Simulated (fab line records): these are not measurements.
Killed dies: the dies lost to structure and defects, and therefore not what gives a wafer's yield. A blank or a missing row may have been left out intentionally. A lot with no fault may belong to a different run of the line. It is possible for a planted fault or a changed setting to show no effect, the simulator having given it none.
Which tool did it? ; flow nand-harc ; 12 lots, 36 wafers sampled, at 2 steps of a route of 1159

== WHAT EACH GAUGE READ, for each wafer ==
NHARC_P_M1_INSPECT_27.
lot;measured;on;raw-defect-count
L075;day 5 23:10;defect-inspect-01;245 151 131
L077;day 6 21:13;defect-inspect-02;314 187 207
L078;day 7 12:01;defect-inspect-01;390 506 505
L081;day 8 02:17;defect-inspect-01;336 497 835
L083;day 8 09:56;defect-inspect-01;197 261 268
L087;day 9 12:31;defect-inspect-01;653 333 784
L085;day 9 13:11;defect-inspect-02;300 290 249
L089;day 9 23:35;defect-inspect-01;297 291 388
L090;day 10 11:23;defect-inspect-02;295 320 287
L093;day 10 21:05;defect-inspect-01;219 244 429
L096;day 11 07:19;defect-inspect-02;216 605 199
L097;day 11 19:22;defect-inspect-02;275 290 197

== WHAT TOOL EACH LOT RAN ON (gives the tool, then ch and the chambers of the sampled wafers, and finally the start) ==
lot;NHARC_P_M1_PRE_CLEAN_30
L075;pvd-sputter-02, day 5 23:10 or earlier
L077;pvd-sputter-02, day 6 21:13 or earlier
L078;pvd-sputter-01, day 7 12:01 or earlier
L081;pvd-sputter-02, day 8 02:17 or earlier
L083;pvd-sputter-01, day 8 09:56 or earlier
L087;pvd-sputter-03, day 9 12:31 or earlier
L085;pvd-sputter-01, day 9 13:11 or earlier
L089;pvd-sputter-03, day 9 22:04
L090;pvd-sputter-03, day 10 11:23 or earlier
L093;pvd-sputter-01, day 10 21:05 or earlier
L096;pvd-sputter-03, day 11 07:19 or earlier
L097;pvd-sputter-01, day 11 19:22 or earlier
- NHARC_P_M1_PRE_CLEAN_30: time 30 s.

== THE ANSWER, worked out from the rows above alone ==
Rule: what is usual is taken from the lots themselves. Put in order of their means at a reading, lots are off if they are a third of the lots or fewer, leave a main group of 4 or more, and stand apart from it by a gap of 3 or more times the standard deviation of the main group's means; of several such gaps the widest counts. A main group is skipped when, at the precision printed for the reading in the tables above, its means are all equal. Also off: a lot with no number at a reading for which 4 or more lots have one. The other lots that the step has rows for count as sound.
No lot is off on any of the readings shown, so nothing can be concluded from this.

== WHAT THE SIMULATOR PUT IN ==
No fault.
